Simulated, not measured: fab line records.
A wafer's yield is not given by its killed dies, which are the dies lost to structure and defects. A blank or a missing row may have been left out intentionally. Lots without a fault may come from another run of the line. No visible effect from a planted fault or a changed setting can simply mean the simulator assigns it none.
Which tool did it? + flow nand_harc + Sampling: 6 lots, 18 wafers, 4 of 1302 route steps

## WHAT THE GAUGES READ, wafer by wafer
NHARC_A_ZERO_WELL_INSPECT_17.
| lot  | measured     | on                | raw_defect_count |
|------|--------------|-------------------|------------------|
| L353 | day 8 04:38  | defect_inspect-01 | 3 6 5            |
| L355 | day 9 02:09  | defect_inspect-02 | 24 12 10         |
| L358 | day 10 06:05 | defect_inspect-01 | 9 1 8            |
| L361 | day 11 09:28 | defect_inspect-01 | 7 4 3            |
| L369 | day 14 16:29 | defect_inspect-02 | 11 18 12         |
| L372 | day 16 03:58 | defect_inspect-01 | 13 15 16         |

## EACH LOT AND THE TOOL THAT RAN IT (in order: tool; ch and the chambers of the sampled wafers; start)
| lot  | NHARC_P_BONDPAD_STRIP_15           | NHARC_P_BONDPAD_PRE_CLEAN_26            | NHARC_A_ZERO_WELL_STRIP_14          |
|------|------------------------------------|-----------------------------------------|-------------------------------------|
| L353 | rie_diel-06 ch 2,3, day 7 23:48    | pvd_sputter-03, day 8 03:41 or earlier  | wet_bench-09 ch 3,5,7, day 8 03:41  |
| L355 | rie_diel-06 ch 1,2, day 8 21:18    | pvd_sputter-02, day 9 01:13 or earlier  | wet_bench-04 ch 5,6,7, day 9 01:13  |
| L358 | rie_diel-06 ch 0,1,3, day 10 01:09 | pvd_sputter-03, day 10 05:08 or earlier | wet_bench-05 ch 2,3,5, day 10 05:08 |
| L361 | rie_diel-02 ch 1,2,3, day 11 04:18 | pvd_sputter-01, day 11 08:31 or earlier | wet_bench-04 ch 4,5,7, day 11 08:31 |
| L369 | rie_diel-13 ch 1,2,3, day 14 11:30 | pvd_sputter-03, day 14 15:29 or earlier | wet_bench-04 ch 1,5,6, day 14 15:29 |
| L372 | rie_diel-06 ch 0,1,2, day 15 22:59 | pvd_sputter-02, day 16 02:57 or earlier | wet_bench-05 ch 0,4,6, day 16 02:57 |
- NHARC_P_BONDPAD_STRIP_15: strips in O2.
- NHARC_P_BONDPAD_PRE_CLEAN_26: time 30 s.
- NHARC_A_ZERO_WELL_STRIP_14: strips in SPM, time 900 s.

## THE ANSWER, worked out from the rows above alone
Rule: the lots themselves supply what counts as usual. The widest of any qualifying gaps counts: lots, ordered by their means at a reading, are off when they make up no more than a third of the lots, leave a main group of 4 or more, and stand apart from it by 3 or more times the standard deviation of that group's means. Not used: any main group whose means are identical at the precision the tables above print for the reading. A lot without any number at a reading at which 4 lots or more have one is off too. The other lots that the step has rows for count as sound.
Across all readings shown, no lot is off: no conclusion can be drawn from this.

## WHAT THE SIMULATOR PUT IN
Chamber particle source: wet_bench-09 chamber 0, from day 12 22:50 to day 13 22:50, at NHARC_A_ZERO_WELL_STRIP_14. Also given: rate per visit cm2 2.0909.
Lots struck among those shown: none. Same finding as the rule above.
